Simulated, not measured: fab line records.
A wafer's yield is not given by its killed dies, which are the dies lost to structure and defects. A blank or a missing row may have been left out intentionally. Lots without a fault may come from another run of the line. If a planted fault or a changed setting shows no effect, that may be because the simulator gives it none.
Which tool did it?	flow n5Finfet	11 lots, 33 wafers sampled, at 4 steps of a route of 1938

== WHAT EACH GAUGE READ, for each wafer ==
N5_PASSIVATION_CD_MEAS_44 targets a cd of 40000 nm.
lot	measured	on	cdNm (nm)
L514	day 11 20:54	cdSem-03	40004 40004 39998
L516	day 12 04:38	cdSem-03	40005 40002 39999
L523	day 14 19:47	cdSem-02	39997 39995 39996
L524	day 15 05:53	cdSem-01	39994 39999 40000
L530	day 16 22:05	cdSem-03	39997 39997 39997
L529	day 17 08:29	cdSem-01	39995 39996 39991
L531	day 16 21:55	cdSem-03	39997 39995 40001
L533	day 17 08:48	cdSem-01	40002 39998 40004
L534	day 17 13:01	cdSem-02	40003 40007 39999
L536	day 17 11:50	cdSem-01	39996 40003 40004
L535	day 18 05:44	cdSem-02	39997 40002 40003

== TOOL THAT RAN EACH LOT (tool first, then ch and the chambers of the sampled wafers, then the start) ==
lot	N5_BEOL_M2_CVD_47	N5_PASSIVATION_ETCH_15	N5_PASSIVATION_STRIP_34
L514	cvdCo-02 ch 0,1,2, day 7 00:42	rieDiel-04 ch 0,2,3, day 11 19:37 or earlier	rieDiel-01 ch 0,2,3, day 11 19:37
L516	cvdCo-02 ch 0,1,2, day 7 08:09	rieDiel-04 ch 0,3, day 12 03:27 or earlier	rieDiel-06 ch 0,1,2, day 12 03:27
L523	cvdCo-01 ch 1,2, day 9 12:11	rieDiel-05 ch 0,2,3, day 14 18:44 or earlier	rieDiel-06 ch 0,3, day 14 18:44
L524	cvdCo-02 ch 1,2, day 9 15:13	rieDiel-04 ch 0,2,3, day 15 04:49 or earlier	rieDiel-01 ch 1,2,3, day 15 04:49
L530	cvdCo-01 ch 1,2, day 11 06:50	rieDiel-03 ch 0,1,3, day 16 21:03 or earlier	rieDiel-02 ch 0,1,3, day 16 21:03
L529	cvdCo-01 ch 0,2, day 11 07:14	rieDiel-04 ch 2,3, day 17 07:26 or earlier	rieDiel-02 ch 0,3, day 17 07:26
L531	cvdCo-01 ch 0,2, day 11 10:26	rieDiel-04 ch 1,2,3, day 16 20:44 or earlier	rieDiel-06 ch 0,1,3, day 16 20:44
L533	cvdCo-02 ch 0,1, day 11 18:31	rieDiel-04 ch 1,2,3, day 17 07:36 or earlier	rieDiel-06 ch 2,3, day 17 07:36
L534	cvdCo-01 ch 0,2, day 12 02:52	rieDiel-03 ch 1,3, day 17 11:50 or earlier	rieDiel-01 ch 1,3, day 17 11:50
L536	cvdCo-01 ch 1,2, day 12 08:01	rieDiel-05 ch 1,2, day 17 10:47 or earlier	rieDiel-02 ch 0,1,3, day 17 10:47
L535	cvdCo-02 ch 0,2, day 12 08:21	rieDiel-04 ch 2,3, day 18 04:41 or earlier	rieDiel-01 ch 1,2, day 18 04:41
- N5_BEOL_M2_CVD_47: deposits Co from CCTBA/H2, target thk 3 nm, time 223.8 s.
- N5_PASSIVATION_ETCH_15: etches SiCN in CF4/N2, target depth 75 nm, time 81.2 s.
- N5_PASSIVATION_STRIP_34: strips in O2.

== THE ANSWER, worked out from the rows above alone ==
Rule: the lots themselves supply what counts as usual. Put in order of their means at a reading, lots are off if they are a third of the lots or fewer, leave a main group of 4 or more, and stand apart from it by a gap of 3 or more times the standard deviation of the main group's means; of several such gaps the widest counts. A main group is skipped when, at the precision printed for the reading in the tables above, its means are all equal. A lot without any number at a reading at which 4 lots or more have one is off too. All remaining lots with rows at the step are treated as sound.
No lot is off on any of the readings shown, so nothing can be concluded from this.

== WHAT HAD BEEN PUT IN BY THE SIMULATOR ==
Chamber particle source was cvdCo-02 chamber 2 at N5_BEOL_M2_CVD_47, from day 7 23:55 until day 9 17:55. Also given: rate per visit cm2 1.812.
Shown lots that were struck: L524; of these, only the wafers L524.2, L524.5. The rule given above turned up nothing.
